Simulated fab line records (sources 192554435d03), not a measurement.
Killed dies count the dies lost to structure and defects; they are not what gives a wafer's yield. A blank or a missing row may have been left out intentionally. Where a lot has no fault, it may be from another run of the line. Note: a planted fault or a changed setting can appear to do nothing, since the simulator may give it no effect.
Lot-split experiment	flow n5Finfet	39 wafers read from 7 lots, route of 1938 steps

THE SPLIT
At N5_SD_EPI_N_LINER_46 (material SiNx, target thk 3 nm), the setting targetThkA was moved away from the recipe's 30 angstrom on 15 of the 39 wafers read, by -12.7% to +12.1%. The other wafers ran this setting at the recipe's value.

The reading comes from the split's own step.

THE READING
SiNx_of_SD_EPI_N_LINER_46.thkNm (the simulator's own value, which no gauge read), in nm, at N5_SD_EPI_N_LINER_46 (material SiNx, target thk 3 nm). The file does not state a usual value for it.

wafer	tool, chamber at the split	targetThkA as run, angstrom	against the recipe	SiNx_of_SD_EPI_N_LINER_46.thkNm, nm	against lot-mates on the recipe
L075.1	aldSin-02, 0,3,1	26.18	-12.7%	2.6	-0.4
L075.3	aldSin-02, 0,3,1	26.18	-12.7%	2.6	-0.4
L075.6	aldSin-02, 0,3,1	26.18	-12.7%	2.6	-0.4
L075.2	aldSin-02, 2,1,2	30	recipe	3	-
L075.4	aldSin-02, 2,1,2	30	recipe	3	-
L075.5	aldSin-02, 2,1,2	30	recipe	3	-
L081.1	aldSin-03, 0,3,2	33.63	+12.1%	3.4	+0.4
L081.2	aldSin-03, 0,3,2	33.63	+12.1%	3.4	+0.4
L081.4	aldSin-03, 0,3,2	33.63	+12.1%	3.4	+0.4
L081.3	aldSin-03, 1,3,0	30	recipe	3	-
L081.5	aldSin-03, 1,3,0	30	recipe	3	-
L081.6	aldSin-03, 1,3,0	30	recipe	3	-
L082.1	aldSin-02, 3,1,0,2,0,1	30	recipe	3	-
L082.2	aldSin-02, 3,1,0,2,0,1	30	recipe	3	-
L082.3	aldSin-02, 3,1,0,2,0,1	30	recipe	3	-
L082.4	aldSin-02, 3,1,0,2,0,1	30	recipe	3	-
L082.5	aldSin-02, 3,1,0,2,0,1	30	recipe	3	-
L082.6	aldSin-02, 3,1,0,2,0,1	30	recipe	3	-
L083.1	aldSin-02, 0,1,0	30	recipe	3	-
L083.4	aldSin-02, 0,1,0	30	recipe	3	-
L083.6	aldSin-02, 0,1,0	30	recipe	3	-
L083.2	aldSin-02, 2,3,1	31.73	+5.8%	3.2	+0.2
L083.3	aldSin-02, 2,3,1	31.73	+5.8%	3.2	+0.2
L083.5	aldSin-02, 2,3,1	31.73	+5.8%	3.2	+0.2
L087.2	aldSin-03, 2,0,1	30	recipe	3	-
L087.3	aldSin-03, 2,0,1	30	recipe	3	-
L087.4	aldSin-03, 2,0,1	30	recipe	3	-
L088.1	aldSin-01, 2,3,1	30	recipe	3	-
L088.2	aldSin-01, 2,3,1	30	recipe	3	-
L088.3	aldSin-01, 2,3,1	30	recipe	3	-
L088.4	aldSin-01, 0,0,3	26.6	-11.3%	2.6	-0.4
L088.5	aldSin-01, 0,0,3	26.6	-11.3%	2.6	-0.4
L088.6	aldSin-01, 0,0,3	26.6	-11.3%	2.6	-0.4
L090.1	aldSin-03, 3,2,3	27	-10.0%	2.8	-0.2
L090.5	aldSin-03, 3,2,3	27	-10.0%	2.8	-0.2
L090.6	aldSin-03, 3,2,3	27	-10.0%	2.8	-0.2
L090.2	aldSin-03, 1,2,0	30	recipe	3	-
L090.3	aldSin-03, 1,2,0	30	recipe	3	-
L090.4	aldSin-03, 1,2,0	30	recipe	3	-
If several chambers appear in one row, that row covers several wafers at once and the file leaves open which wafer was in which chamber.

THE FIT
A straight line over all 39 wafers: SiNx_of_SD_EPI_N_LINER_46.thkNm changes by +0.0311 nm for each +1% of targetThkA; r = +0.99; the points scatter about the line by 0.035 nm.
The same after taking each lot's own level away (the mean of its wafers on the recipe; 39 wafers): +0.0311 nm for each +1%; r = +0.99; scatter 0.035 nm.
Per that fit: largest targetThkA move, reading shift of 0.4 nm.
The lots' own levels span 3.00 to 3.00 nm.
Hence the lot-to-lot level has little effect on the slope; both slopes agree.
Check: for one of the wafers moved furthest among these (-12.7%), held out of the fit, the line's prediction against its lot-mates is -0.387 nm. It came out at -0.4 nm against them.

OTHER SPLITS APPLIED TO THESE WAFERS
Before the reading, these wafers also passed through other splits. Each is held against what the fit with the lots' levels taken away leaves over:
other split on the same wafers	wafers away from the commonest value	r with SiNx_of_SD_EPI_N_LINER_46.thkNm (lot level and that fit taken away)
N5_WELL_APT_IMPLANT_14 energyKev	12	+0.07
N5_DUMMY_GATE_ETCH_31 targetDepthA	18	+0.20

FILE'S OWN FIT
SiNx_of_SD_EPI_N_LINER_46.thkNm changes by +0.0309 nm for each +1% of targetThkA, r = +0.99.
